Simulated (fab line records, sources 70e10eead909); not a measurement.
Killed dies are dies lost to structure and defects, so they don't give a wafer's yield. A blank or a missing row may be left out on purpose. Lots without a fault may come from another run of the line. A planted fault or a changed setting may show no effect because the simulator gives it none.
Which tool did it? | flow nand_harc | 19 lots, 57 wafers sampled, at 6 steps of a route of 1302

WHAT THE GAUGES READ, wafer by wafer
The record holds no reading of a measuring or inspecting step that can be judged against a usual standard deviation.

WHICH TOOL RAN EACH LOT (tool, then ch and the chambers of the sampled wafers, then the start)
lot  | NHARC_A_STAIRCASE_DEP_156       | NHARC_A_STAIRCASE_TRIM_14                     | NHARC_A_STAIRCASE_TRIM_16                     | NHARC_A_STAIRCASE_DESCUM_186       | NHARC_A_STAIRCASE_TRIM_229         | NHARC_A_STAIRCASE_DESCUM_252
L074 | pecvd-04 ch 0,1, day 15 15:04   | rie_diel-07 ch 0,1,2, day 15 21:37 or earlier | rie_diel-07 ch 0,1,2, day 15 21:37 or earlier | rie_diel-07 ch 0,1,3, day 15 21:37 | rie_diel-07 ch 0,1,2, day 16 02:35 | rie_diel-07 ch 0,1,2, day 16 05:00
L075 | pecvd-04 ch 0,1,2, day 16 09:58 | rie_diel-01 ch 0,1, day 16 16:28 or earlier   | rie_diel-01 ch 0,2,3, day 16 16:28 or earlier | rie_diel-01 ch 1,2, day 16 16:28   | rie_diel-07 ch 0,1,3, day 16 21:18 | rie_diel-07 ch 0,1, day 16 23:50
L077 | pecvd-04 ch 1,2, day 16 10:10   | rie_diel-04 ch 1,3, day 16 16:46 or earlier   | rie_diel-04 ch 0,1, day 16 16:46 or earlier   | rie_diel-04 ch 1,2,3, day 16 16:46 | rie_diel-04 ch 0,3, day 16 21:43   | rie_diel-07 ch 0,2,3, day 17 00:25
L076 | pecvd-04 ch 0,1,2, day 16 15:28 | rie_diel-04 ch 0,2,3, day 16 22:21 or earlier | rie_diel-04 ch 0,2,3, day 16 22:21 or earlier | rie_diel-07 ch 0,1,2, day 16 22:21 | rie_diel-04 ch 0,1,2, day 17 03:05 | rie_diel-04 ch 0,1,2, day 17 05:40
L078 | pecvd-03 ch 0,1,2, day 17 07:34 | rie_diel-04 ch 0,2, day 17 17:46 or earlier   | rie_diel-04 ch 1,2, day 17 17:46 or earlier   | rie_diel-07 ch 1,2, day 17 17:46   | rie_diel-04 ch 1,2, day 18 00:40   | rie_diel-01 ch 0,2, day 18 03:14
L081 | pecvd-03 ch 0,2, day 18 03:14   | rie_diel-01 ch 0,2, day 18 10:28 or earlier   | rie_diel-01 ch 0,2, day 18 10:28 or earlier   | rie_diel-01 ch 0,2, day 18 10:28   | rie_diel-04 ch 0,3, day 18 15:15   | rie_diel-04 ch 1,2, day 18 17:51
L085 | pecvd-03 ch 1,2, day 20 05:20   | rie_diel-04 ch 1,2,3, day 20 12:30 or earlier | rie_diel-04 ch 0,1,2, day 20 12:30 or earlier | rie_diel-07 ch 0,1,2, day 20 12:30 | rie_diel-04 ch 1,2,3, day 20 17:34 | rie_diel-04 ch 0,2,3, day 20 20:11
L088 | pecvd-03 ch 0,1,2, day 21 05:31 | rie_diel-01 ch 2,3, day 21 12:25 or earlier   | rie_diel-01 ch 2,3, day 21 12:25 or earlier   | rie_diel-01 ch 1,2,3, day 21 12:25 | rie_diel-07 ch 0,2,3, day 21 17:41 | rie_diel-04 ch 0,1,2, day 21 20:15
L086 | pecvd-01 ch 0,1,2, day 21 05:34 | rie_diel-07 ch 0,1,3, day 21 12:38 or earlier | rie_diel-07 ch 0,1, day 21 12:38 or earlier   | rie_diel-01 ch 1,3, day 21 12:38   | rie_diel-01 ch 1,2, day 21 17:53   | rie_diel-01 ch 0,3, day 21 20:36
L089 | pecvd-03 ch 1,2, day 21 19:51   | rie_diel-01 ch 0,1, day 22 02:20 or earlier   | rie_diel-01 ch 0,2,3, day 22 02:20 or earlier | rie_diel-04 ch 0,3, day 22 02:20   | rie_diel-01 ch 2,3, day 22 07:07   | rie_diel-01 ch 1,2, day 22 09:42
L087 | pecvd-04 ch 0,1,2, day 22 08:31 | rie_diel-01 ch 0,1,3, day 22 15:01 or earlier | rie_diel-01 ch 0,1,3, day 22 15:01 or earlier | rie_diel-04 ch 0,2,3, day 22 15:01 | rie_diel-04 ch 1,2,3, day 22 20:10 | rie_diel-01 ch 1,2,3, day 22 23:47
L090 | pecvd-04 ch 0,1, day 22 14:02   | rie_diel-04 ch 2,3, day 22 21:26 or earlier   | rie_diel-04 ch 1,3, day 22 21:26 or earlier   | rie_diel-04 ch 1,2, day 22 21:26   | rie_diel-07 ch 0,1,2, day 23 02:49 | rie_diel-04 ch 1,3, day 23 05:47
L091 | pecvd-01 ch 0,1, day 22 14:02   | rie_diel-07 ch 0,1,3, day 22 20:50 or earlier | rie_diel-07 ch 0,1,2, day 22 20:50 or earlier | rie_diel-07 ch 0,1, day 22 20:50   | rie_diel-07 ch 0,1,3, day 23 05:19 | rie_diel-07 ch 1,2,3, day 23 10:32
L092 | pecvd-04 ch 0,1,2, day 23 11:58 | rie_diel-07 ch 0,1, day 23 20:07 or earlier   | rie_diel-07 ch 0,1, day 23 20:07 or earlier   | rie_diel-04 ch 0,1,3, day 23 20:07 | rie_diel-04 ch 0,1, day 24 01:01   | rie_diel-01 ch 2,3, day 24 03:34
L094 | pecvd-03 ch 0,1,2, day 24 14:15 | rie_diel-07 ch 0,2,3, day 24 21:02 or earlier | rie_diel-07 ch 0,1,3, day 24 21:02 or earlier | rie_diel-04 ch 0,1,3, day 24 21:02 | rie_diel-07 ch 0,1,2, day 25 02:05 | rie_diel-04 ch 0,1,3, day 25 04:45
L096 | pecvd-01 ch 1,2, day 24 14:18   | rie_diel-01 ch 1,3, day 24 21:20 or earlier   | rie_diel-01 ch 0,1,3, day 24 21:20 or earlier | rie_diel-07 ch 0,1,2, day 24 21:20 | rie_diel-04 ch 0,2,3, day 25 02:27 | rie_diel-04 ch 0,1,2, day 25 05:01
L093 | pecvd-01 ch 0,1,2, day 24 14:25 | rie_diel-07 ch 0,2,3, day 24 21:31 or earlier | rie_diel-07 ch 0,1,3, day 24 21:31 or earlier | rie_diel-01 ch 0,2,3, day 24 21:31 | rie_diel-01 ch 0,1,3, day 25 05:40 | rie_diel-04 ch 1,2,3, day 25 08:40
L095 | pecvd-01 ch 0,1,2, day 24 18:44 | rie_diel-01 ch 2,3, day 25 04:32 or earlier   | rie_diel-01 ch 1,2,3, day 25 04:32 or earlier | rie_diel-07 ch 0,1,2, day 25 04:32 | rie_diel-07 ch 1,2,3, day 25 09:17 | rie_diel-01 ch 1,2,3, day 25 11:46
L097 | pecvd-01 ch 1,2, day 25 03:10   | rie_diel-04 ch 0,1, day 25 09:27 or earlier   | rie_diel-04 ch 1,2,3, day 25 09:27 or earlier | rie_diel-04 ch 1,2,3, day 25 09:27 | rie_diel-04 ch 0,3, day 25 15:37   | rie_diel-01 ch 1,2, day 25 18:48
- NHARC_A_STAIRCASE_DEP_156: deposits SiNx, target thk 50 nm.
- NHARC_A_STAIRCASE_TRIM_14: chemistry O2, time 211.2 s.
- NHARC_A_STAIRCASE_TRIM_16: chemistry O2, time 211.2 s.
- NHARC_A_STAIRCASE_DESCUM_186: chemistry O2, time 3 s.
- NHARC_A_STAIRCASE_TRIM_229: chemistry O2, time 211.2 s.
- NHARC_A_STAIRCASE_DESCUM_252: chemistry O2, time 3 s.

WHAT THE TOOLS THEMSELVES READ (means of the sampled wafers that have a number; where no wafer has one, the mark that the record gives instead)
NHARC_A_STAIRCASE_DEP_156.
lot  | tool     | heater_power_w (W) | susceptor_temp_C (C)
L074 | pecvd-04 | 663                | 400.18
L075 | pecvd-04 | 632                | 399.94
L077 | pecvd-04 | 586                | 400.25
L076 | pecvd-04 | 645                | 400.19
L078 | pecvd-03 | 694                | 400.04
L081 | pecvd-03 | 788                | 400.02
L085 | pecvd-03 | 716                | 399.83
L088 | pecvd-03 | 728                | 400.04
L086 | pecvd-01 | 720                | 400.02
L089 | pecvd-03 | 674                | 399.93
L087 | pecvd-04 | 616                | 399.85
L090 | pecvd-04 | 655                | 399.90
L091 | pecvd-01 | 687                | 399.89
L092 | pecvd-04 | 645                | 400.13
L094 | pecvd-03 | 738                | 400.08
L096 | pecvd-01 | 766                | 400.02
L093 | pecvd-01 | 763                | 400.13
L095 | pecvd-01 | 764                | 399.90
L097 | pecvd-01 | 704                | 400.07

NHARC_A_STAIRCASE_TRIM_14.
lot  | tool        | drypump_motor_current_A (A) | o2_flow_sccm (sccm) | oes_product_au (a.u.) | rf_vpp_V (V) | showerhead_plenum_p_Torr (Torr) | throttle_valve_pct (%)
L074 | rie_diel-07 | 6.2                         | 499.6               | 1.001                 | 57.9         | 3.53                            | 17.039
L075 | rie_diel-01 | 5.3                         | 499.2               | 1.003                 | 58.2         | 3.32                            | 17.037
L077 | rie_diel-04 | 5.9                         | 500.1               | 1.002                 | 58.0         | 3.47                            | 17.036
L076 | rie_diel-04 | 5.7                         | 499.3               | 0.992                 | 57.0         | 3.39                            | 17.040
L078 | rie_diel-04 | 5.4                         | 500.0               | 0.994                 | 58.0         | 3.41                            | 17.034
L081 | rie_diel-01 | 5.5                         | 500.0               | 0.988                 | 58.4         | 3.46                            | 17.031
L085 | rie_diel-04 | 5.7                         | 500.1               | 1.003                 | 57.2         | 3.40                            | 17.031
L088 | rie_diel-01 | 5.1                         | 501.2               | 0.998                 | 58.7         | 3.57                            | 17.036
L086 | rie_diel-07 | 5.8                         | 499.5               | 1.000                 | 57.6         | 3.51                            | 17.033
L089 | rie_diel-01 | 5.3                         | 500.1               | 0.998                 | 58.1         | 3.66                            | 17.035
L087 | rie_diel-01 | 5.3                         | 498.9               | 0.988                 | 58.1         | 3.61                            | 17.046
L090 | rie_diel-04 | 5.9                         | 499.4               | 1.002                 | 57.5         | 3.33                            | 17.032
L091 | rie_diel-07 | 5.8                         | 499.3               | 0.996                 | 58.2         | 3.50                            | 17.044
L092 | rie_diel-07 | 6.1                         | 499.9               | 1.008                 | 57.1         | 3.45                            | 17.036
L094 | rie_diel-07 | 6.1                         | 500.6               | 1.008                 | 58.4         | 3.51                            | 17.041
L096 | rie_diel-01 | 5.1                         | 499.6               | 0.992                 | 58.1         | 3.73                            | 17.036
L093 | rie_diel-07 | 6.1                         | 500.1               | 1.009                 | 57.8         | 3.51                            | 17.042
L095 | rie_diel-01 | 5.1                         | 501.3               | 0.995                 | 58.6         | 3.60                            | 17.033
L097 | rie_diel-04 | 5.6                         | 499.9               | 1.004                 | 56.5         | 3.45                            | 17.036

NHARC_A_STAIRCASE_TRIM_16.
lot  | tool        | drypump_motor_current_A (A) | o2_flow_sccm (sccm) | oes_product_au (a.u.) | rf_vpp_V (V) | showerhead_plenum_p_Torr (Torr) | throttle_valve_pct (%)
L074 | rie_diel-07 | 6.2                         | 500.0               | 1.010                 | 56.9         | 3.53                            | 17.038
L075 | rie_diel-01 | 5.3                         | 500.6               | 0.998                 | 57.9         | 3.55                            | 17.032
L077 | rie_diel-04 | 5.6                         | 501.4               | 1.001                 | 57.5         | 3.48                            | 17.025
L076 | rie_diel-04 | 5.7                         | 502.0               | 1.003                 | 58.2         | 3.39                            | 17.038
L078 | rie_diel-04 | 5.4                         | 500.2               | 1.000                 | 58.0         | 3.43                            | 17.042
L081 | rie_diel-01 | 5.5                         | 500.0               | 0.995                 | 57.4         | 3.46                            | 17.035
L085 | rie_diel-04 | 5.5                         | 499.4               | 1.001                 | 56.4         | 3.44                            | 17.035
L088 | rie_diel-01 | 5.1                         | 499.0               | 0.999                 | 57.3         | 3.57                            | 17.037
L086 | rie_diel-07 | 6.1                         | 499.7               | 1.008                 | 56.5         | 3.46                            | 17.021
L089 | rie_diel-01 | 5.3                         | 499.3               | 0.999                 | 57.4         | 3.53                            | 17.035
L087 | rie_diel-01 | 5.3                         | 501.5               | 0.988                 | 57.7         | 3.61                            | 17.040
L090 | rie_diel-04 | 6.1                         | 500.6               | 1.000                 | 57.5         | 3.37                            | 17.034
L091 | rie_diel-07 | 6.2                         | 499.1               | 1.002                 | 57.2         | 3.50                            | 17.033
L092 | rie_diel-07 | 5.9                         | 500.2               | 0.994                 | 57.5         | 3.49                            | 17.031
L094 | rie_diel-07 | 5.8                         | 499.4               | 0.993                 | 57.8         | 3.49                            | 17.037
L096 | rie_diel-01 | 5.3                         | 501.1               | 1.000                 | 57.8         | 3.61                            | 17.045
L093 | rie_diel-07 | 5.8                         | 499.3               | 0.995                 | 58.4         | 3.49                            | 17.041
L095 | rie_diel-01 | 5.1                         | 500.1               | 1.002                 | 58.8         | 3.65                            | 17.022
L097 | rie_diel-04 | 5.7                         | 499.6               | 1.002                 | 57.6         | 3.39                            | 17.041

NHARC_A_STAIRCASE_DESCUM_186.
lot  | tool        | drypump_motor_current_A (A) | o2_flow_sccm (sccm) | oes_product_au (a.u.) | rf_vpp_V (V) | showerhead_plenum_p_Torr (Torr) | throttle_valve_pct (%)
L074 | rie_diel-07 | 5.8                         | 199.3               | 1.006                 | 58.7         | 1.91                            | 11.305
L075 | rie_diel-01 | 5.1                         | 199.8               | 0.991                 | 58.3         | 1.87                            | 11.301
L077 | rie_diel-04 | 5.7                         | 200.0               | 0.999                 | 58.3         | 1.85                            | 11.312
L076 | rie_diel-07 | 6.2                         | 200.4               | 1.008                 | 58.0         | 1.91                            | 11.313
L078 | rie_diel-07 | 6.0                         | 199.0               | 1.004                 | 57.0         | 1.93                            | 11.320
L081 | rie_diel-01 | 5.5                         | 199.6               | 0.990                 | 58.1         | 1.87                            | 11.315
L085 | rie_diel-07 | 6.2                         | 199.7               | 1.002                 | 57.9         | 1.90                            | 11.310
L088 | rie_diel-01 | 5.1                         | 199.8               | 1.005                 | 57.2         | 1.99                            | 11.309
L086 | rie_diel-01 | 5.1                         | 199.9               | 0.993                 | 58.4         | 2.01                            | 11.306
L089 | rie_diel-04 | 6.0                         | 199.7               | 1.001                 | 56.9         | 1.81                            | 11.311
L087 | rie_diel-04 | 5.7                         | 200.2               | 1.007                 | 57.0         | 1.82                            | 11.307
L090 | rie_diel-04 | 5.6                         | 199.9               | 1.001                 | 58.1         | 1.87                            | 11.305
L091 | rie_diel-07 | 5.9                         | 200.0               | 0.990                 | 57.3         | 1.89                            | 11.310
L092 | rie_diel-04 | 5.8                         | 200.1               | 1.002                 | 56.9         | 1.85                            | 11.309
L094 | rie_diel-04 | 5.8                         | 200.6               | 1.009                 | 56.9         | 1.85                            | 11.311
L096 | rie_diel-07 | 6.2                         | 200.3               | 1.014                 | 57.3         | 1.89                            | 11.304
L093 | rie_diel-01 | 5.3                         | 200.5               | 1.005                 | 58.5         | 1.91                            | 11.303
L095 | rie_diel-07 | 6.2                         | 199.7               | 1.002                 | 58.2         | 1.89                            | 11.312
L097 | rie_diel-04 | 5.7                         | 200.1               | 0.996                 | 57.4         | 1.83                            | 11.320

NHARC_A_STAIRCASE_TRIM_229.
lot  | tool        | drypump_motor_current_A (A) | o2_flow_sccm (sccm) | oes_product_au (a.u.) | rf_vpp_V (V) | showerhead_plenum_p_Torr (Torr) | throttle_valve_pct (%)
L074 | rie_diel-07 | 6.2                         | 499.9               | 1.004                 | 58.1         | 3.53                            | 17.039
L075 | rie_diel-07 | 5.8                         | 499.3               | 1.003                 | 57.9         | 3.53                            | 17.038
L077 | rie_diel-04 | 5.8                         | 499.6               | 1.000                 | 57.4         | 3.41                            | 17.028
L076 | rie_diel-04 | 5.5                         | 499.9               | 1.001                 | 57.3         | 3.46                            | 17.036
L078 | rie_diel-04 | 5.6                         | 501.4               | 0.999                 | 57.1         | 3.47                            | 17.041
L081 | rie_diel-04 | 5.7                         | 500.1               | 1.004                 | 57.2         | 3.40                            | 17.027
L085 | rie_diel-04 | 5.7                         | 499.5               | 1.001                 | 57.7         | 3.40                            | 17.035
L088 | rie_diel-07 | 6.1                         | 500.1               | 1.005                 | 58.0         | 3.52                            | 17.032
L086 | rie_diel-01 | 5.1                         | 501.8               | 0.990                 | 58.6         | 3.70                            | 17.037
L089 | rie_diel-01 | 5.1                         | 499.5               | 1.001                 | 58.1         | 3.57                            | 17.034
L087 | rie_diel-04 | 5.7                         | 500.7               | 1.005                 | 57.8         | 3.39                            | 17.031
L090 | rie_diel-07 | 6.2                         | 501.4               | 1.007                 | 58.4         | 3.50                            | 17.032
L091 | rie_diel-07 | 5.8                         | 500.6               | 1.002                 | 58.4         | 3.50                            | 17.041
L092 | rie_diel-04 | 5.6                         | 500.2               | 1.000                 | 57.9         | 3.47                            | 17.041
L094 | rie_diel-07 | 6.2                         | 499.1               | 1.001                 | 58.4         | 3.49                            | 17.033
L096 | rie_diel-04 | 5.7                         | 499.7               | 1.004                 | 58.0         | 3.36                            | 17.022
L093 | rie_diel-01 | 5.3                         | 500.0               | 0.997                 | 57.7         | 3.60                            | 17.029
L095 | rie_diel-07 | 5.9                         | 500.0               | 1.008                 | 58.5         | 3.54                            | 17.033
L097 | rie_diel-04 | 6.0                         | 500.7               | 1.005                 | 57.4         | 3.34                            | 17.029

NHARC_A_STAIRCASE_DESCUM_252.
lot  | tool        | drypump_motor_current_A (A) | o2_flow_sccm (sccm) | oes_product_au (a.u.) | rf_vpp_V (V) | showerhead_plenum_p_Torr (Torr) | throttle_valve_pct (%)
L074 | rie_diel-07 | 6.2                         | 199.9               | 1.012                 | 57.9         | 1.91                            | 11.317
L075 | rie_diel-07 | 6.1                         | 200.0               | 0.997                 | 57.5         | 1.89                            | 11.310
L077 | rie_diel-07 | 6.1                         | 200.4               | 1.010                 | 57.7         | 1.92                            | 11.311
L076 | rie_diel-04 | 5.5                         | 199.6               | 1.001                 | 57.4         | 1.87                            | 11.312
L078 | rie_diel-01 | 5.5                         | 199.5               | 0.995                 | 57.1         | 1.87                            | 11.310
L081 | rie_diel-04 | 5.6                         | 200.1               | 1.001                 | 57.5         | 1.88                            | 11.313
L085 | rie_diel-04 | 5.7                         | 200.6               | 1.000                 | 57.6         | 1.82                            | 11.317
L088 | rie_diel-04 | 5.5                         | 200.7               | 1.001                 | 58.2         | 1.86                            | 11.312
L086 | rie_diel-01 | 5.5                         | 199.2               | 0.990                 | 58.1         | 1.89                            | 11.315
L089 | rie_diel-01 | 5.1                         | 200.2               | 0.994                 | 58.2         | 2.02                            | 11.305
L087 | rie_diel-01 | 5.1                         | 200.0               | 0.992                 | 58.6         | 1.98                            | 11.309
L090 | rie_diel-04 | 6.0                         | 199.8               | 0.994                 | 57.6         | 1.83                            | 11.306
L091 | rie_diel-07 | 5.9                         | 200.1               | 1.006                 | 58.2         | 1.92                            | 11.310
L092 | rie_diel-01 | 5.1                         | 199.7               | 1.002                 | 57.5         | 1.93                            | 11.316
L094 | rie_diel-04 | 5.8                         | 199.4               | 0.997                 | 57.6         | 1.84                            | 11.310
L096 | rie_diel-04 | 5.5                         | 199.5               | 1.008                 | 57.8         | 1.85                            | 11.309
L093 | rie_diel-04 | 5.7                         | 200.0               | 0.987                 | 57.6         | 1.83                            | 11.309
L095 | rie_diel-01 | 5.1                         | 200.2               | 0.999                 | 58.2         | 1.98                            | 11.303
L097 | rie_diel-01 | 5.1                         | 200.5               | 0.991                 | 57.7         | 1.96                            | 11.314

THE ANSWER, worked out from the rows above alone
Rule: what is usual is taken from the lots themselves. Put in order of their means at a reading, lots are off if they are a third of the lots or fewer, leave a main group of 4 or more, and stand apart from it by a gap of 3 or more times the standard deviation of the main group's means; of several such gaps the widest counts. A main group whose means are all the same, to the digits that the tables above print for the reading, isn't used. A lot without any number at a reading at which 4 lots or more have one is off too. The other lots that the step has rows for count as sound. The gauges are gone through in route order, then the tools' own readings, and for those a lot's mean is taken as printed above. The first step at which some lot is off is used, and at that step the reading that is off furthest; a lot without a number counts as furthest.
No lot is off at any reading shown: from this, nothing can be told.

WHAT THE SIMULATOR HAD PUT IN
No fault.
